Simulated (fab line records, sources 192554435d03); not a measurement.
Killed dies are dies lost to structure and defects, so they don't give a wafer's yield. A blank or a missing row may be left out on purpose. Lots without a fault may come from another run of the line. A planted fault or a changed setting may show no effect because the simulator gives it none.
A struck lot beside a sound one | flow n5_finfet | 39 steps out of a route of 1938
Sound: wafers L533.1, L533.5, L533.6. Struck: wafer L525.1. (L525.3, L525.6 of the same lot were not struck and are left out.) The cause comes at the end.
At each step with rows: each side's tool, then ch and its chambers, then its first start. Under that, the readings that differ: sound wafers | struck wafers | difference of the means | sigmas: that difference in standard deviations of wafers without a fault.
alike: readings whose means differ by less than 2 such deviations, and words and numbers that are the same on both sides. not compared: withheld readings, readings that some wafer has no value for, bounds like >300 that may hide the same value, and numbers for which the record gives no deviation and whose values overlap.
The two part at a step that has a row with sigmas, a row that says differs or no value, or rows on one side only. Numbers that don't overlap but have no deviation are shown without sigmas and don't part them. A reading that every wafer of one side lacks parts them only if that side has two wafers or more.

first, 11 steps without rows for these wafers: N5_STI_FIN_REVEAL_CMP_04 (polishes, stops on Si3N4, t overpolish 4 s, target thk 131.83 nm); N5_STI_FIN_REVEAL_DENSIFY_30; N5_STI_FIN_REVEAL_ETCHBACK_08 (etches SiO2 in C4F6/O2, target depth 30.5 nm, time 10.167 s); N5_STI_FIN_REVEAL_STRIP_24 (strips in N2/H2, time 90 s); N5_STI_FIN_REVEAL_PRECLEAN_25 (cleans in SPM, time 90 s); N5_STI_FIN_REVEAL_PRECLEAN_26 (cleans in SC1, time 45 s); N5_STI_FIN_REVEAL_PRECLEAN_29 (cleans in DHF, time 30 s); N5_STI_FIN_REVEAL_SRD_12 (time 30 s); N5_STI_FIN_REVEAL_RECESS_09 (chemistry HF/NH3, target SiO2, afs cycles 11, target depth 42.5 nm, sublimation time 60 s); N5_STI_FIN_REVEAL_STRIP_16 (strips SiNx in H3PO4, target depth 23.8 nm); N5_STI_FIN_REVEAL_PRECLEAN_17 (cleans in NF3:NH3, afs cycles 1, time 20 s, sublimation time 60 s).
N5_STI_FIN_REVEAL_ETCH_34: etches Si in H2, material Si, target depth 0.97 nm.
  sound on rie_si-06 ch 0,1,3, day 6 18:59; struck on rie_si-05 ch 3, day 4 18:37
  reading                  | sound               | struck | difference | sigmas
  oes_product_au (a.u.)    | 1.017 1.012 1.029   | 0.835  | -0.184     | -10
  model.etch.depth_nm (nm) | 0.9886 0.994 0.9854 | 0.7335 | -0.2558    |
  alike: drypump_motor_current_A, throttle_valve_pct
  not compared: rf_hours_counter_h
then, 25 steps without rows for these wafers: N5_STI_FIN_REVEAL_OXIDATION_31 (chemistry O2 PLASMA REMOTE, time 20 s); N5_STI_FIN_REVEAL_PRECLEAN_32 (cleans in NF3:NH3, afs cycles 1, time 20 s, sublimation time 60 s); N5_STI_FIN_REVEAL_STRIP_35 (strips Si3N4 in H3PO4, target depth 4 nm, time 39 s); N5_STI_FIN_REVEAL_SRD_21 (time 30 s); N5_STI_FIN_REVEAL_OXIDATION_33 (chemistry O2 PLASMA REMOTE, time 20 s); N5_STI_FIN_REVEAL_CLEAN_19 (cleans in O3/DIW, time 120 s); N5_STI_FIN_REVEAL_SRD_23 (time 30 s); N5_STI_FIN_REVEAL_PRECLEAN_18 (cleans in SC2, time 45 s); N5_STI_FIN_REVEAL_SRD_28 (time 30 s); N5_DUMMY_GATE_PRECLEAN_00 (cleans in O3/DIW, time 60 s); N5_DUMMY_GATE_SRD_01 (time 30 s); N5_DUMMY_GATE_ALD_02 (deposits SiO2, target thk 2 nm, pulse time 1 s); N5_DUMMY_GATE_CVD_03 (deposits a-Si from SiH4, target thk 150 nm, time 8042 s); N5_DUMMY_GATE_PRECLEAN_46 (cleans in DIW, time 89.5 s); N5_DUMMY_GATE_SRD_47 (dry time 32 s); N5_DUMMY_GATE_CMP_04 (polishes a-Si); N5_DUMMY_GATE_HM_DEP_06 (deposits SiNx from DCS/NH3, target thk 80 nm, time 5141 s); N5_DUMMY_GATE_PECVD_30 (deposits SiO2 from TEOS/O2, target thk 55 nm, time 10.8 s); N5_DUMMY_GATE_COAT_34 (time 60 s, resist thk 60 nm); N5_DUMMY_GATE_COAT_35 (time 60 s, resist thk 10 nm); N5_DUMMY_GATE_COAT_28 (time 60 s, resist thk 10 nm); N5_DUMMY_GATE_COAT_09 (resist thk 30 nm); N5_DUMMY_GATE_EBR_11; N5_DUMMY_GATE_SOFTBAKE_10 (time 60 s); N5_DUMMY_GATE_EXPOSE_12 (exposes mask GATE, target cd 25 nm).
-- the record jumps here: 6 days lie between the struck wafers' starts before and after (it left off in module DUMMY_GATE and takes up again in module BEOL_M4, whose first step shown is number 1111 of the route) --
N5_BEOL_M4_RC_MEAS_101:
  sound on prober-02 ch 0, day 11 20:40; struck on prober-01 ch 0, day 10 14:50
  reading            | sound             | struck | difference | sigmas
  DIBL_P (mV/V)      | 35.9 37.6 32.5    | 41.1   | +5.8       | +2
  IOFF_N (nA/um)     | 0.17 0.21 0.13    | 0.28   | +0.11      | +3
  IOFF_N_LIN (nA/um) | 0.077 0.094 0.062 | 0.127  | +0.049     | +3
  IOFF_P (nA/um)     | 0.24 0.28 0.19    | 0.34   | +0.10      | +2
  SS_P (mV/dec)      | 72.7 73.5 72.2    | 74.9   | +2.1       | +3
  VT_N_LONG (mV)     | 275.5 272.7 274.3 | 270.7  | -3.5       | -2
  alike: DIBL_N, ION_N, ION_P, SS_N, VT_N, VT_P
-- the record jumps here: 4 days lie between the struck wafers' starts before and after (it left off in module BEOL_M4 and takes up again in module PASSIVATION, whose first step shown is number 1936 of the route) --
N5_PASSIVATION_PROBE_49:
  sound on prober-01, day 16 03:34; struck on prober-02, day 14 20:26
  reading            | sound    | struck | difference | sigmas
  killed_at_M0_to_M3 | 26 25 32 | 55     | +27        | +2
  alike: defect_limited_yield, killed_at_M4_up, killed_at_contacts, killed_at_front_end, killed_at_other, killed_dies, killed_open, killed_short, sort_bin_5_function, sort_bin_6_memory, sort_bin_8_speed, sort_n_pass, sort_yield_pct

WHERE THEY PART
First at N5_STI_FIN_REVEAL_ETCH_34; last, within this record, at N5_PASSIVATION_PROBE_49.

WHY: what the simulator had put in
Process parameter drift: rie_si-05, from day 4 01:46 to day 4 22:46, at N5_STI_FIN_REVEAL_ETCH_34. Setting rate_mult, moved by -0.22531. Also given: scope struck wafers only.
